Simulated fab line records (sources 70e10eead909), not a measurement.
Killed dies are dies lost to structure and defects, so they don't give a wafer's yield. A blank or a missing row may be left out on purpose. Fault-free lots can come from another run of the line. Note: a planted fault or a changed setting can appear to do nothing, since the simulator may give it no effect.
Which tool was responsible?	flow nand harc	Sampling: 6 lots, 18 wafers, 5 of 1159 route steps

== WHAT THE GAUGES SHOWED, per wafer ==
NHARC_END_SORT_01.
lot	measured	on	killed at array
L167	day 21 17:37	prober-02	175 20 213

== WHICH TOOL RAN EACH LOT (tool, then ch and the chambers of the sampled wafers, then the start) ==
lot	NHARC_A_CONTACT_ETCH_111	NHARC_A_CONTACT_ETCH_118	NHARC_A_CONTACT_ETCH_122	NHARC_A_CONTACT_ETCH_96
L161	har cap etch-02 ch 0,1, day 16 23:59	har cap etch-02 ch 0,1, day 17 00:43	har cap etch-02 ch 0,1, day 17 01:05	rie diel-07 ch 1,3, day 17 01:56
L163	har cap etch-02 ch 0,1, day 17 08:07	har cap etch-02 ch 0,1, day 17 09:04	har cap etch-02 ch 0,1, day 17 09:34	rie diel-07 ch 0,1,3, day 17 10:29
L167	har cap etch-03 ch 0,1, day 18 18:41	har cap etch-03 ch 0,1, day 18 19:38	har cap etch-03 ch 0,1, day 18 20:08	rie diel-07 ch 0,1,3, day 18 21:04
L169	har cap etch-01 ch 0,1, day 19 14:50	har cap etch-01 ch 0,1, day 19 15:35	har cap etch-01 ch 0,1, day 19 15:57	rie diel-01 ch 2,3, day 19 16:54
L178	har cap etch-01 ch 0,1, day 21 20:44	har cap etch-01 ch 0,1, day 21 21:29	har cap etch-01 ch 0,1, day 21 21:50	rie diel-07 ch 0,2,3, day 21 22:40
L177	har cap etch-03 ch 0,1, day 22 06:13	har cap etch-03 ch 0,1, day 22 06:56	har cap etch-03 ch 0,1, day 22 07:17	rie diel-01 ch 0,1,3, day 22 08:08
- NHARC_A_CONTACT_ETCH_111: etches the open film in C4F8/O2/Ar, time 140 s, target depth 700 nm.
- NHARC_A_CONTACT_ETCH_118: etches the open film in C4F8/O2/Ar, time 94 s, target depth 922 nm.
- NHARC_A_CONTACT_ETCH_122: etches the open film in C4F8/O2/Ar, time 95 s, target depth 930 nm.
- NHARC_A_CONTACT_ETCH_96: etches the open film in C4F6/O2, target depth 20 nm, time 10 s.

== THE ANSWER, worked out from the rows above alone ==
Rule: usual is defined by the lots themselves. Put in order of their means at a reading, lots are off if they are a third of the lots or fewer, leave a main group of 4 or more, and stand apart from it by a gap of 3 or more times the standard deviation of the main group's means; of several such gaps the widest counts. If all means in a main group match to the digits the tables above print for the reading, that group is not used. A lot without any number at a reading at which 4 lots or more have one is off too. Where the step has rows for the other lots, those lots are counted as sound.
Across all readings shown, no lot is off: no conclusion can be drawn from this.

== WHAT THE SIMULATOR PUT IN ==
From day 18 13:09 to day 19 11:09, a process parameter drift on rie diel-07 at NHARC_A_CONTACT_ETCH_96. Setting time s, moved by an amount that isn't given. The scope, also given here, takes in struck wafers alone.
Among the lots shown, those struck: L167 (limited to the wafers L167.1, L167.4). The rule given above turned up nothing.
